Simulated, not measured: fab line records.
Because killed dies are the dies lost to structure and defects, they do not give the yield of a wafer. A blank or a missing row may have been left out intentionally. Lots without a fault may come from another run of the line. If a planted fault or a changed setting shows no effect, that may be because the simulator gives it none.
Which tool is to blame? :: flow n5_finfet :: Sampling: 12 lots, 34 wafers, 5 of 1938 route steps

WHAT EACH GAUGE READ, for each wafer
The record holds no reading of a measuring or inspecting step that can be judged against a usual standard deviation.

WHICH TOOL RAN EACH LOT (tool, then ch and the chambers of the sampled wafers, then the start)
lot: L425
N5_HKMG_FIN_STRIP_89: rie_diel-02 ch 3, day 4 11:50
N5_HKMG_FIN_STRIP_88: plasma_asher-01 ch 0,1, day 4 12:02
N5_HKMG_FIN_CMP_94: cmp-01 ch 3, day 4 14:39
N5_GATE_CUT_ETCHBACK_30: rie_metal-02 ch 0, day 4 15:18
N5_PASSIVATION_PROBE_49: -

lot: L428
N5_HKMG_FIN_STRIP_89: rie_diel-02 ch 0,1,2, day 4 23:35
N5_HKMG_FIN_STRIP_88: plasma_asher-02 ch 0,1, day 4 23:47
N5_HKMG_FIN_CMP_94: cmp-03 ch 0,1,3, day 5 02:32
N5_GATE_CUT_ETCHBACK_30: rie_metal-02 ch 0,1, day 5 03:01
N5_PASSIVATION_PROBE_49: -

lot: L429
N5_HKMG_FIN_STRIP_89: rie_diel-02 ch 0,1, day 5 06:29
N5_HKMG_FIN_STRIP_88: plasma_asher-02 ch 0, day 5 06:40
N5_HKMG_FIN_CMP_94: cmp-03 ch 0,1, day 5 09:17
N5_GATE_CUT_ETCHBACK_30: rie_metal-03 ch 0,1, day 5 09:46
N5_PASSIVATION_PROBE_49: -

lot: L430
N5_HKMG_FIN_STRIP_89: rie_diel-02 ch 0,1, day 5 13:28
N5_HKMG_FIN_STRIP_88: plasma_asher-02 ch 0,1, day 5 13:40
N5_HKMG_FIN_CMP_94: cmp-02 ch 0,1,2, day 5 16:18
N5_GATE_CUT_ETCHBACK_30: rie_metal-01 ch 0,1, day 5 16:43
N5_PASSIVATION_PROBE_49: -

lot: L431
N5_HKMG_FIN_STRIP_89: rie_diel-06 ch 0,2, day 5 17:28
N5_HKMG_FIN_STRIP_88: plasma_asher-01 ch 0,1, day 5 17:46
N5_HKMG_FIN_CMP_94: cmp-03 ch 1,2,3, day 5 20:28
N5_GATE_CUT_ETCHBACK_30: rie_metal-01 ch 0, day 5 21:11
N5_PASSIVATION_PROBE_49: -

lot: L432
N5_HKMG_FIN_STRIP_89: rie_diel-06 ch 0,1,3, day 6 00:01
N5_HKMG_FIN_STRIP_88: plasma_asher-01 ch 0,1, day 6 00:13
N5_HKMG_FIN_CMP_94: cmp-01 ch 0,1,3, day 6 02:49
N5_GATE_CUT_ETCHBACK_30: rie_metal-02 ch 0,1, day 6 03:16
N5_PASSIVATION_PROBE_49: -

lot: L435
N5_HKMG_FIN_STRIP_89: rie_diel-02 ch 1,3, day 6 15:30
N5_HKMG_FIN_STRIP_88: plasma_asher-02 ch 0,1, day 6 15:44
N5_HKMG_FIN_CMP_94: cmp-02 ch 1,2,3, day 6 18:26
N5_GATE_CUT_ETCHBACK_30: rie_metal-03 ch 0,1, day 6 18:52
N5_PASSIVATION_PROBE_49: -

lot: L436
N5_HKMG_FIN_STRIP_89: rie_diel-05 ch 0,3, day 7 00:55
N5_HKMG_FIN_STRIP_88: plasma_asher-01 ch 0,1, day 7 01:08
N5_HKMG_FIN_CMP_94: cmp-02 ch 2,3, day 7 03:50
N5_GATE_CUT_ETCHBACK_30: rie_metal-03 ch 0,1, day 7 04:18
N5_PASSIVATION_PROBE_49: -

lot: L442
N5_HKMG_FIN_STRIP_89: rie_diel-05 ch 2,3, day 8 12:11
N5_HKMG_FIN_STRIP_88: plasma_asher-01 ch 0, day 8 12:26
N5_HKMG_FIN_CMP_94: cmp-01 ch 0,2,3, day 8 15:26
N5_GATE_CUT_ETCHBACK_30: rie_metal-03 ch 0,1, day 8 15:54
N5_PASSIVATION_PROBE_49: prober-02, day 16 20:55

lot: L443
N5_HKMG_FIN_STRIP_89: rie_diel-02 ch 1,2, day 8 17:33
N5_HKMG_FIN_STRIP_88: plasma_asher-01 ch 0, day 8 17:49
N5_HKMG_FIN_CMP_94: cmp-03 ch 1,3, day 8 20:30
N5_GATE_CUT_ETCHBACK_30: rie_metal-01 ch 0,1, day 8 20:57
N5_PASSIVATION_PROBE_49: prober-01, day 17 16:54

lot: L446
N5_HKMG_FIN_STRIP_89: rie_diel-06 ch 0,1,3, day 9 10:53
N5_HKMG_FIN_STRIP_88: plasma_asher-02 ch 0,1, day 9 11:05
N5_HKMG_FIN_CMP_94: cmp-03 ch 0,1,2, day 9 13:40
N5_GATE_CUT_ETCHBACK_30: rie_metal-01 ch 0,1, day 9 14:08
N5_PASSIVATION_PROBE_49: -

lot: L448
N5_HKMG_FIN_STRIP_89: rie_diel-05 ch 2,3, day 10 00:16
N5_HKMG_FIN_STRIP_88: plasma_asher-01 ch 0,1, day 10 00:35
N5_HKMG_FIN_CMP_94: cmp-03 ch 0,2,3, day 10 03:25
N5_GATE_CUT_ETCHBACK_30: rie_metal-02 ch 0,1, day 10 03:49
N5_PASSIVATION_PROBE_49: -
- N5_HKMG_FIN_STRIP_89: strips SOC in N2/H2, time 20 s.
- N5_HKMG_FIN_STRIP_88: strips in N2/H2, time 360 s.
- N5_HKMG_FIN_CMP_94: polishes, stops on SiNx, t overpolish 4.7 s, target thk 43.299 nm.
- N5_GATE_CUT_ETCHBACK_30: etches TiN in Cl2/Ar, target depth 3 nm.
- N5_PASSIVATION_PROBE_49

AS READ BY THE TOOLS THEMSELVES (means over the sampled wafers that have a number; for cases with no such wafer, the mark the record gives instead)
N5_HKMG_FIN_STRIP_89.
lot: L425
tool: rie_diel-02
drypump_motor_current_A (A): 6.0
oes_product_au (a.u.): 0.72
rf_vpp_V (V): 54.5
showerhead_plenum_p_Torr (Torr): 3.35
throttle_valve_pct (%): 19.5

lot: L428
tool: rie_diel-02
drypump_motor_current_A (A): 5.6
oes_product_au (a.u.): 0.91
rf_vpp_V (V): 53.5
showerhead_plenum_p_Torr (Torr): 3.30
throttle_valve_pct (%): 18.9

lot: L429
tool: rie_diel-02
drypump_motor_current_A (A): 5.2
oes_product_au (a.u.): 0.94
rf_vpp_V (V): 54.5
showerhead_plenum_p_Torr (Torr): 3.31
throttle_valve_pct (%): 18.9

lot: L430
tool: rie_diel-02
drypump_motor_current_A (A): 5.2
oes_product_au (a.u.): 0.93
rf_vpp_V (V): 54.8
showerhead_plenum_p_Torr (Torr): 3.30
throttle_valve_pct (%): 18.9

lot: L431
tool: rie_diel-06
drypump_motor_current_A (A): 5.4
oes_product_au (a.u.): 0.83
rf_vpp_V (V): 54.0
showerhead_plenum_p_Torr (Torr): 3.24
throttle_valve_pct (%): 19.1

lot: L432
tool: rie_diel-06
drypump_motor_current_A (A): 5.8
oes_product_au (a.u.): 0.72
rf_vpp_V (V): 53.7
showerhead_plenum_p_Torr (Torr): 3.30
throttle_valve_pct (%): 19.1

lot: L435
tool: rie_diel-02
drypump_motor_current_A (A): 5.7
oes_product_au (a.u.): 0.85
rf_vpp_V (V): 55.1
showerhead_plenum_p_Torr (Torr): 3.30
throttle_valve_pct (%): 18.6

lot: L436
tool: rie_diel-05
drypump_motor_current_A (A): 5.6
oes_product_au (a.u.): 0.80
rf_vpp_V (V): 54.6
showerhead_plenum_p_Torr (Torr): 3.26
throttle_valve_pct (%): 18.7

lot: L442
tool: rie_diel-05
drypump_motor_current_A (A): 6.0
oes_product_au (a.u.): 0.75
rf_vpp_V (V): 53.9
showerhead_plenum_p_Torr (Torr): 3.32
throttle_valve_pct (%): 19.1

lot: L443
tool: rie_diel-02
drypump_motor_current_A (A): 5.9
oes_product_au (a.u.): 0.84
rf_vpp_V (V): 54.5
showerhead_plenum_p_Torr (Torr): 3.26
throttle_valve_pct (%): 18.7

lot: L446
tool: rie_diel-06
drypump_motor_current_A (A): 5.8
oes_product_au (a.u.): 0.80
rf_vpp_V (V): 54.0
showerhead_plenum_p_Torr (Torr): 3.42
throttle_valve_pct (%): 19.0

lot: L448
tool: rie_diel-05
drypump_motor_current_A (A): 5.5
oes_product_au (a.u.): 0.77
rf_vpp_V (V): 53.8
showerhead_plenum_p_Torr (Torr): 3.28
throttle_valve_pct (%): 18.8

N5_HKMG_FIN_STRIP_88.
lot: L425
tool: plasma_asher-01
drypump_motor_current_A (A): 5.8
heater_power_w (W): 516

lot: L428
tool: plasma_asher-02
drypump_motor_current_A (A): 5.5
heater_power_w (W): 456

lot: L429
tool: plasma_asher-02
drypump_motor_current_A (A): 5.7
heater_power_w (W): 470

lot: L430
tool: plasma_asher-02
drypump_motor_current_A (A): 5.5
heater_power_w (W): 458

lot: L431
tool: plasma_asher-01
drypump_motor_current_A (A): 5.8
heater_power_w (W): 521

lot: L432
tool: plasma_asher-01
drypump_motor_current_A (A): 5.7
heater_power_w (W): 514

lot: L435
tool: plasma_asher-02
drypump_motor_current_A (A): 5.5
heater_power_w (W): 463

lot: L436
tool: plasma_asher-01
drypump_motor_current_A (A): 5.8
heater_power_w (W): 518

lot: L442
tool: plasma_asher-01
drypump_motor_current_A (A): 6.0
heater_power_w (W): 524

lot: L443
tool: plasma_asher-01
drypump_motor_current_A (A): 6.0
heater_power_w (W): 514

lot: L446
tool: plasma_asher-02
drypump_motor_current_A (A): 5.6
heater_power_w (W): 457

lot: L448
tool: plasma_asher-01
drypump_motor_current_A (A): 5.8
heater_power_w (W): 519

N5_HKMG_FIN_CMP_94.
lot: L425
tool: cmp-01
head_pressure_psi (psi): 4.011
motor_current_A (A): 12.2
platen_rpm (rpm): 50.27

lot: L428
tool: cmp-03
head_pressure_psi (psi): 4.008
motor_current_A (A): 12.8
platen_rpm (rpm): 50.28

lot: L429
tool: cmp-03
head_pressure_psi (psi): 4.001
motor_current_A (A): 11.4
platen_rpm (rpm): 50.25

lot: L430
tool: cmp-02
head_pressure_psi (psi): 4.000
motor_current_A (A): 11.9
platen_rpm (rpm): 50.30

lot: L431
tool: cmp-03
head_pressure_psi (psi): 3.999
motor_current_A (A): 13.0
platen_rpm (rpm): 50.28

lot: L432
tool: cmp-01
head_pressure_psi (psi): 4.010
motor_current_A (A): 11.9
platen_rpm (rpm): 50.27

lot: L435
tool: cmp-02
head_pressure_psi (psi): 4.001
motor_current_A (A): 11.6
platen_rpm (rpm): 52.28

lot: L436
tool: cmp-02
head_pressure_psi (psi): 3.999
motor_current_A (A): 10.8
platen_rpm (rpm): 52.32

lot: L442
tool: cmp-01
head_pressure_psi (psi): 4.003
motor_current_A (A): 12.3
platen_rpm (rpm): 50.29

lot: L443
tool: cmp-03
head_pressure_psi (psi): 4.000
motor_current_A (A): 12.8
platen_rpm (rpm): 50.28

lot: L446
tool: cmp-03
head_pressure_psi (psi): 4.003
motor_current_A (A): 11.8
platen_rpm (rpm): 50.33

lot: L448
tool: cmp-03
head_pressure_psi (psi): 3.998
motor_current_A (A): 12.9
platen_rpm (rpm): 50.29

N5_GATE_CUT_ETCHBACK_30.
lot: L425
tool: rie_metal-02
drypump_motor_current_A (A): 5.82
oes_product_au (a.u.): 0.89
throttle_valve_pct (%): 20.76

lot: L428
tool: rie_metal-02
drypump_motor_current_A (A): 5.71
oes_product_au (a.u.): 0.90
throttle_valve_pct (%): 20.80

lot: L429
tool: rie_metal-03
drypump_motor_current_A (A): 6.11
oes_product_au (a.u.): 0.81
throttle_valve_pct (%): 20.73

lot: L430
tool: rie_metal-01
drypump_motor_current_A (A): 6.13
oes_product_au (a.u.): 0.69
throttle_valve_pct (%): 20.93

lot: L431
tool: rie_metal-01
drypump_motor_current_A (A): 6.18
oes_product_au (a.u.): 0.71
throttle_valve_pct (%): 20.77

lot: L432
tool: rie_metal-02
drypump_motor_current_A (A): 5.71
oes_product_au (a.u.): 0.89
throttle_valve_pct (%): 20.80

lot: L435
tool: rie_metal-03
drypump_motor_current_A (A): 6.17
oes_product_au (a.u.): 0.85
throttle_valve_pct (%): 20.85

lot: L436
tool: rie_metal-03
drypump_motor_current_A (A): 6.12
oes_product_au (a.u.): 0.79
throttle_valve_pct (%): 20.73

lot: L442
tool: rie_metal-03
drypump_motor_current_A (A): 6.10
oes_product_au (a.u.): 0.78
throttle_valve_pct (%): 20.75

lot: L443
tool: rie_metal-01
drypump_motor_current_A (A): 6.11
oes_product_au (a.u.): 0.66
throttle_valve_pct (%): 21.04

lot: L446
tool: rie_metal-01
drypump_motor_current_A (A): 6.09
oes_product_au (a.u.): 0.67
throttle_valve_pct (%): 20.95

lot: L448
tool: rie_metal-02
drypump_motor_current_A (A): 5.60
oes_product_au (a.u.): 0.85
throttle_valve_pct (%): 20.88

N5_PASSIVATION_PROBE_49.
lot: L442
tool: prober-02
killed_at_M0_to_M3: 47
killed_at_M4_up: 15
killed_at_contacts: 14
killed_at_front_end: 37
killed_at_other: 9
killed_dies: 122
killed_open: 85
killed_short: 36

lot: L443
tool: prober-01
killed_at_M0_to_M3: 30
killed_at_M4_up: 12
killed_at_contacts: 6
killed_at_front_end: 31
killed_at_other: 5
killed_dies: 83
killed_open: 57
killed_short: 24

THE ANSWER, worked out from the rows above alone
Rule: the lots themselves supply what counts as usual. Put in order of their means at a reading, lots are off if they are a third of the lots or fewer, leave a main group of 4 or more, and stand apart from it by a gap of 3 or more times the standard deviation of the main group's means; of several such gaps the widest counts. A main group whose means are all the same, to the digits that the tables above print for the reading, isn't used. A lot without any number at a reading at which 4 lots or more have one is off too. The other lots that the step has rows for count as sound. The gauges are gone through in route order, then the tools' own readings, and for those a lot's mean is taken as printed above. The first step at which some lot is off is used, and at that step the reading that is off furthest; a lot without a number counts as furthest.
Off: L435, L436, at N5_HKMG_FIN_CMP_94 (platen_rpm). The main group: mean 50.28 rpm, standard deviation 0.02.
If a tool, at that step or one of the process steps before it, ran each lot that is off and ran no sound lot following the first of them, it fits. One fits: cmp-02 at N5_HKMG_FIN_CMP_94. A fault onset in the window from L430 (day 5 16:18, its last sound lot) to L435 (day 6 18:26, its first lot off) fits.
On the lots that are off, the tool's own readings at N5_HKMG_FIN_CMP_94 differ by more than 5 times the standard deviation of the sound lots' means, which bears it out; platen_rpm reads 52.30 rpm there versus 50.28 rpm on the sound lots.

WHAT THE SIMULATOR HAD PUT IN
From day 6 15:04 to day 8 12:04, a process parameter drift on cmp-02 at N5_HKMG_FIN_CMP_94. A move of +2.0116 in setting platen_rpm, from 50.289. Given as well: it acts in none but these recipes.
Lots struck among those shown: L435, L436. Same finding as the rule above.
